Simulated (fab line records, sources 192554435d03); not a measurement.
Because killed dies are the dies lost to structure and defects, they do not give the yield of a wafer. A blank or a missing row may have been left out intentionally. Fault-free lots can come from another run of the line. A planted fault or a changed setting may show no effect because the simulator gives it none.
Chamber matching    flow n5-finfet    4 sister chambers for N5_BEOL_M1_ETCH_69 on rie-diel-01
The step etches SiARC in CF4, target depth 15.6 nm, time 26 s. 4 wafers are shown with their chamber, then 7 later ones without.

WAFERS WITH THEIR CHAMBER
wafer   chamber  throttle-valve-pct (%)
L080.3  1        16.06
L083.6  3        16.02
L084.1  0        15.95
L084.2  2        15.70

WAFERS WITH NO CHAMBER GIVEN
wafer   throttle-valve-pct (%)
L084.5  16.02
L090.2  15.98
L090.3  15.58
L090.5  15.56
L096.2  15.75
L096.3  15.61
L096.5  16.00

EACH ONE'S CHAMBER
wafer    from the rows above            in truth
L084.5   can't be placed: 3 or 1 or 0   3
L090.2   can't be placed: 0 or 3 or 1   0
L090.3   2                              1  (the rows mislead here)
L090.5   2                              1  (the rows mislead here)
L096.2   can't be placed: 2 or 0        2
L096.3   2                              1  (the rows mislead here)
L096.5   can't be placed: 3 or 0 or 1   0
Placed correctly: 0 of 7. Unplaceable from these rows: 4, with the true chamber sitting among the candidates in 4. Wrongly placed: 3.
How it was worked out, from the rows above alone: a wafer's distance from a chamber is the root of the sum, over the readings, of the square of ((its reading less the chamber's mean) divided by the reading's scatter). The wafer belongs to the nearest chamber; if the next one is less than 2 further off, it can't be placed. The mean given for a chamber averages the wafers shown for that chamber. The scatter: with one shown wafer a chamber, the root of the mean of the squares of how far each hidden wafer lies from its nearest shown one.
